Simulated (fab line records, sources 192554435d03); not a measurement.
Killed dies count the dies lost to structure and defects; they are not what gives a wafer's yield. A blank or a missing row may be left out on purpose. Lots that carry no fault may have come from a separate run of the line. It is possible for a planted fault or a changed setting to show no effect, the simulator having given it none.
The tool behind it: which one? | flow n5Finfet | 36 wafers from 12 lots sampled at 5 of the route's 1938 steps

== WHAT THE GAUGES READ, wafer by wafer ==
N5_BEOL_M12_RS_MEAS_54: measures by four-point-probe.
lot  | measured     | on           | M12_RS (ohm/sq)
L074 | day 11 17:38 | filmMetro-02 | 0.0606 0.0607 0.0609
L079 | day 12 07:44 | filmMetro-01 | 0.0593 0.0604 0.0605
L078 | day 13 06:07 | filmMetro-02 | 0.0607 0.0622 0.0617
L080 | day 13 14:13 | filmMetro-02 | 0.0607 0.0588 0.0591
L083 | day 13 20:25 | filmMetro-01 | 0.0623 0.0617 0.0615
L085 | day 14 03:01 | filmMetro-01 | 0.0607 0.0612 0.0606
L087 | day 15 00:57 | filmMetro-02 | 0.0609 0.0602 0.0585
L088 | day 15 10:05 | filmMetro-01 | 0.0583 0.0607 0.0594
L092 | day 15 18:26 | filmMetro-01 | 0.0608 0.0612 0.0610
L093 | day 16 04:50 | filmMetro-01 | 0.0620 0.0601 0.0614
L094 | day 16 17:25 | filmMetro-02 | 0.0612 0.0611 0.0610
L097 | day 19 06:44 | filmMetro-01 | 0.0626 0.0612 0.0617

== WHICH TOOL RAN EACH LOT (tool, then ch and the chambers of the sampled wafers, then the start) ==
lot  | N5_BEOL_M11_HM_OPEN_17           | N5_BEOL_M11_PRE_CLEAN_45    | N5_BEOL_M11_SPUTTER_48      | N5_BEOL_M12_ETCH_68
L074 | rieMetal-02 ch 0,1, day 11 04:07 | pvdSputter-02, day 11 07:47 | pvdSputter-03, day 11 08:20 | rieDiel-04 ch 1,2,3, day 11 11:23
L079 | rieMetal-03 ch 0,1, day 11 18:49 | pvdSputter-01, day 11 22:27 | pvdSputter-01, day 11 23:31 | rieDiel-04 ch 0,2,3, day 12 03:20
L078 | rieMetal-03 ch 1, day 12 13:10   | pvdSputter-03, day 12 18:49 | pvdSputter-01, day 12 19:27 | rieDiel-04 ch 1,3, day 12 23:40
L080 | rieMetal-03 ch 0,1, day 13 03:29 | pvdSputter-03, day 13 07:38 | pvdSputter-03, day 13 08:47 | rieDiel-01 ch 0,1, day 13 11:46
L083 | rieMetal-02 ch 0,1, day 13 08:22 | pvdSputter-02, day 13 12:23 | pvdSputter-03, day 13 13:24 | rieDiel-04 ch 1,2,3, day 13 16:32
L085 | rieMetal-01 ch 0, day 13 15:28   | pvdSputter-01, day 13 17:37 | pvdSputter-01, day 13 18:18 | rieDiel-04 ch 0,3, day 13 21:03
L087 | rieMetal-01 ch 0,1, day 14 16:01 | pvdSputter-02, day 14 19:15 | pvdSputter-01, day 14 19:53 | rieDiel-02 ch 0,1,2, day 14 22:52
L088 | rieMetal-02 ch 0,1, day 14 22:44 | pvdSputter-02, day 15 03:00 | pvdSputter-01, day 15 03:37 | rieDiel-02 ch 1,2, day 15 06:22
L092 | rieMetal-03 ch 0,1, day 15 03:17 | pvdSputter-02, day 15 10:26 | pvdSputter-02, day 15 11:02 | rieDiel-04 ch 0,2, day 15 13:49
L093 | rieMetal-01 ch 0, day 15 19:23   | pvdSputter-03, day 15 22:27 | pvdSputter-03, day 15 23:05 | rieDiel-04 ch 1,3, day 16 02:11
L094 | rieMetal-01 ch 0,1, day 16 03:48 | pvdSputter-01, day 16 06:28 | pvdSputter-01, day 16 07:11 | rieDiel-04 ch 0,3, day 16 10:23
L097 | rieMetal-02 ch 0,1, day 18 14:49 | pvdSputter-01, day 18 18:53 | pvdSputter-02, day 18 20:25 | rieDiel-04 ch 0,1,2, day 18 23:17
- N5_BEOL_M11_HM_OPEN_17: chemistry Cl2/BCl3, target TiN, target depth 20 nm, overetch 6 nm.
- N5_BEOL_M11_PRE_CLEAN_45: time 30 s.
- N5_BEOL_M11_SPUTTER_48: material Cu, target thk 12 nm, time 2 s.
- N5_BEOL_M12_ETCH_68: etches SOC in N2/H2, time 285 s.

== THE ANSWER, worked out from the rows above alone ==
Rule: the lots themselves supply what counts as usual. Put in order of their means at a reading, lots are off if they are a third of the lots or fewer, leave a main group of 4 or more, and stand apart from it by a gap of 3 or more times the standard deviation of the main group's means; of several such gaps the widest counts. The tables above print the reading to a certain number of digits; a main group whose means all agree to those digits is not used. A lot without any number at a reading at which 4 lots or more have one is off too. Where the step has rows for the other lots, those lots are counted as sound.
Across all readings shown, no lot is off: no conclusion can be drawn from this.

== WHAT THE SIMULATOR HAD PUT IN ==
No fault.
